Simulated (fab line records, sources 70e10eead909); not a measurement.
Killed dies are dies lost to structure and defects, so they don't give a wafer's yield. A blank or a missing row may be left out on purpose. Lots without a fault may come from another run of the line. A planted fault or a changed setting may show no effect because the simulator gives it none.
Which tool did it? | flow nand_harc | 12 lots, 36 wafers sampled, at 5 steps of a route of 1302

WHAT THE GAUGES READ, wafer by wafer
NHARC_P_M1_CD_MEAS_09: target cd 130 nm. Usual: cd_nm 129.7 nm, standard deviation 0.64.
lot  | measured     | on        | cd_nm (nm)        | flag
L110 | day 6 16:59  | cd_sem-03 | 130.1 129.7 130.1 |
L111 | day 6 22:50  | cd_sem-03 | 130.4 131.2 130.5 |
L113 | day 7 23:47  | cd_sem-01 | 129.0 129.8 129.2 |
L115 | day 8 20:45  | cd_sem-02 | 128.6 129.9 130.3 |
L116 | day 8 22:04  | cd_sem-01 | 128.7 129.4 128.7 |
L118 | day 9 22:23  | cd_sem-01 | 130.3 129.5 130.1 |
L122 | day 12 07:49 | cd_sem-02 | 119.9 120.9 120.5 | OFF
L124 | day 12 08:41 | cd_sem-02 | 121.7 120.9 120.8 | OFF
L128 | day 13 22:55 | cd_sem-03 | 129.2 128.7 129.1 |
L130 | day 14 23:41 | cd_sem-01 | 129.8 129.7 129.8 |
L131 | day 15 04:54 | cd_sem-03 | 129.3 129.5 129.4 |
L132 | day 15 20:57 | cd_sem-02 | 129.6 129.6 130.0 |

WHICH TOOL RAN EACH LOT (tool, then ch and the chambers of the sampled wafers, then the start)
lot  | NHARC_P_M0_ETCH_34                 | NHARC_P_M0_PRE_CLEAN_29                 | NHARC_P_M0_CMP_23             | NHARC_P_M1_PEB_07
L110 | rie_diel-13 ch 0,1,3, day 6 13:03  | pvd_sputter-03, day 6 15:01 or earlier  | cmp-04 ch 0,2,3, day 6 15:01  | litho_track-01 ch 0, day 6 16:54
L111 | rie_diel-13 ch 0,2,3, day 6 19:11  | pvd_sputter-01, day 6 21:05 or earlier  | cmp-02 ch 0,2, day 6 21:05    | litho_track-06 ch 0, day 6 22:45
L113 | rie_diel-11 ch 0,1,2, day 7 19:56  | pvd_sputter-01, day 7 21:57 or earlier  | cmp-02 ch 0,1,2, day 7 21:57  | litho_track-06 ch 0, day 7 23:43
L115 | rie_diel-11 ch 2,3, day 8 17:04    | pvd_sputter-03, day 8 19:04 or earlier  | cmp-01 ch 0,1,2, day 8 19:04  | litho_track-06 ch 0, day 8 20:40
L116 | rie_diel-11 ch 0,1,2, day 8 17:51  | pvd_sputter-01, day 8 20:16 or earlier  | cmp-02 ch 0,2,3, day 8 20:16  | litho_track-01 ch 0, day 8 21:59
L118 | rie_diel-04 ch 0,2, day 9 18:35    | pvd_sputter-01, day 9 20:33 or earlier  | cmp-02 ch 0,1,2, day 9 20:33  | litho_track-04 ch 0, day 9 22:18
L122 | rie_diel-11 ch 0,2,3, day 12 04:05 | pvd_sputter-01, day 12 05:58 or earlier | cmp-02 ch 0,1, day 12 05:58   | litho_track-01 ch 0, day 12 07:44
L124 | rie_diel-11 ch 0,1,3, day 12 04:55 | pvd_sputter-03, day 12 06:49 or earlier | cmp-04 ch 0,2,3, day 12 06:49 | litho_track-01 ch 0, day 12 08:36
L128 | rie_diel-11 ch 0,3, day 13 19:14   | pvd_sputter-02, day 13 21:08 or earlier | cmp-02 ch 0,1,3, day 13 21:08 | litho_track-04 ch 0, day 13 22:50
L130 | rie_diel-04 ch 0,1,2, day 14 19:52 | pvd_sputter-03, day 14 21:52 or earlier | cmp-01 ch 1,2,3, day 14 21:52 | litho_track-06 ch 0, day 14 23:37
L131 | rie_diel-04 ch 0,2,3, day 15 00:55 | pvd_sputter-02, day 15 03:02 or earlier | cmp-04 ch 1,2,3, day 15 03:02 | litho_track-01 ch 0, day 15 04:49
L132 | rie_diel-13 ch 0,1,3, day 15 17:08 | pvd_sputter-01, day 15 19:07 or earlier | cmp-01 ch 1,2,3, day 15 19:07 | litho_track-01 ch 0, day 15 20:52
- NHARC_P_M0_ETCH_34: etches the open film in N2/H2, target depth 40 nm, overetch 12 nm, time 43.94 s.
- NHARC_P_M0_PRE_CLEAN_29: time 30 s.
- NHARC_P_M0_CMP_23: polishes, t overpolish 20 s, target thk 117.54 nm.
- NHARC_P_M1_PEB_07: peb time 65 s.

WHAT THE TOOLS THEMSELVES READ (means of the sampled wafers that have a number; where no wafer has one, the mark that the record gives instead)
NHARC_P_M0_ETCH_34. Usual: drypump_motor_current_A 5.7 A, standard deviation 0.47; oes_product_au 1.003 a.u., standard deviation 0.0099; rf_vpp_V 430.1 V, standard deviation 2.6; showerhead_plenum_p_Torr 2.02 Torr, standard deviation 0.088; throttle_valve_pct 14.170 %, standard deviation 0.0092.
lot  | tool        | drypump_motor_current_A (A) | oes_product_au (a.u.) | rf_vpp_V (V) | showerhead_plenum_p_Torr (Torr) | throttle_valve_pct (%) | flag
L110 | rie_diel-13 | 5.5                         | 0.994                 | 430.2        | 1.98                            | 14.169                 |
L111 | rie_diel-13 | 5.8                         | 0.991                 | 428.3        | 1.97                            | 14.169                 |
L113 | rie_diel-11 | 5.9                         | 1.007                 | 432.0        | 2.08                            | 14.180                 |
L115 | rie_diel-11 | 5.9                         | 1.005                 | 427.4        | 1.92                            | 14.175                 |
L116 | rie_diel-11 | 5.9                         | 1.008                 | 432.0        | 2.08                            | 14.178                 |
L118 | rie_diel-04 | 5.6                         | 1.007                 | 429.7        | 2.02                            | 14.165                 |
L122 | rie_diel-11 | 5.8                         | 1.009                 | 432.8        | 2.13                            | 14.169                 |
L124 | rie_diel-11 | 6.2                         | 1.002                 | 434.4        | 2.15                            | 14.175                 |
L128 | rie_diel-11 | 6.1                         | 1.004                 | 435.1        | 2.20                            | 14.170                 |
L130 | rie_diel-04 | 5.4                         | 1.005                 | 428.9        | 1.98                            | 14.176                 |
L131 | rie_diel-04 | 5.6                         | 1.010                 | 430.0        | 2.02                            | 14.171                 |
L132 | rie_diel-13 | 5.5                         | 0.998                 | 431.5        | 2.07                            | 14.169                 |

NHARC_P_M0_PRE_CLEAN_29. Usual: heater_power_w 431 W, standard deviation 52.
lot  | tool           | heater_power_w (W) | flag
L110 | pvd_sputter-03 | 385                |
L111 | pvd_sputter-01 | 466                |
L113 | pvd_sputter-01 | 464                |
L115 | pvd_sputter-03 | 399                |
L116 | pvd_sputter-01 | 499                |
L118 | pvd_sputter-01 | 488                |
L122 | pvd_sputter-01 | 477                |
L124 | pvd_sputter-03 | 381                |
L128 | pvd_sputter-02 | 396                |
L130 | pvd_sputter-03 | 396                |
L131 | pvd_sputter-02 | 389                |
L132 | pvd_sputter-01 | 470                |

NHARC_P_M0_CMP_23. Usual: motor_current_A 12.3 A, standard deviation 1.2; time_to_endpoint_s 29.5 s, standard deviation 2.7.
lot  | tool   | motor_current_A (A) | time_to_endpoint_s (s) | flag
L110 | cmp-04 | 12.9                | 27.2                   |
L111 | cmp-02 | 13.5                | 26.4                   |
L113 | cmp-02 | 12.7                | 30.3                   |
L115 | cmp-01 | 12.6                | 29.0                   |
L116 | cmp-02 | 12.4                | 30.1                   |
L118 | cmp-02 | 13.1                | 30.7                   |
L122 | cmp-02 | 13.5                | 30.6                   |
L124 | cmp-04 | 12.9                | 30.5                   |
L128 | cmp-02 | 11.9                | 32.6                   |
L130 | cmp-01 | 12.0                | 30.5                   |
L131 | cmp-04 | 12.4                | 28.5                   |
L132 | cmp-01 | 11.6                | 31.0                   |

NHARC_P_M1_PEB_07. Usual: heater_power_total_W 156.6 W, standard deviation 0.43; plate_temp_C 100.02 C, standard deviation 0.14.
lot  | tool           | heater_power_total_W (W) | plate_temp_C (C) | flag
L110 | litho_track-01 | 156.4                    | 100.01           |
L111 | litho_track-06 | 156.3                    | 99.90            |
L113 | litho_track-06 | 156.6                    | 99.96            |
L115 | litho_track-06 | 156.8                    | 99.96            |
L116 | litho_track-01 | 156.6                    | 100.14           |
L118 | litho_track-04 | 156.5                    | 99.88            |
L122 | litho_track-01 | 177.8                    | -                | OFF
L124 | litho_track-01 | 178.2                    | -                | OFF
L128 | litho_track-04 | 156.6                    | 100.07           |
L130 | litho_track-06 | 156.6                    | 99.98            |
L131 | litho_track-01 | 156.7                    | 100.02           |
L132 | litho_track-01 | 156.8                    | 99.97            |

THE ANSWER, worked out from the rows above alone
Rule: a lot is off if the mean of its wafers that have a number lies more than 3 standard deviations from the usual mean. A lot without any number at a reading at which 4 lots or more have one is off too. The other lots that the step has rows for count as sound. The gauges are gone through in route order, then the tools' own readings, and for those a lot's mean is taken as printed above. The first step at which some lot is off is used, and at that step the reading that is off furthest; a lot without a number counts as furthest.
Off: L122, L124, at NHARC_P_M1_CD_MEAS_09 (cd_nm).
A tool fits if, at a process step before that reading, it ran every lot that is off, and no sound lot after the first of them. The gauges at NHARC_P_M1_CD_MEAS_09 aren't tried: what is off there is off at NHARC_P_M1_PEB_07 too, on other tools, and a gauge's error can't cause that. NHARC_P_M0_PRE_CLEAN_29 gives no start for some lots, so the hours and the order of its lots are those of NHARC_P_M0_CMP_23. None of those tried fits.

WHAT THE SIMULATOR HAD PUT IN
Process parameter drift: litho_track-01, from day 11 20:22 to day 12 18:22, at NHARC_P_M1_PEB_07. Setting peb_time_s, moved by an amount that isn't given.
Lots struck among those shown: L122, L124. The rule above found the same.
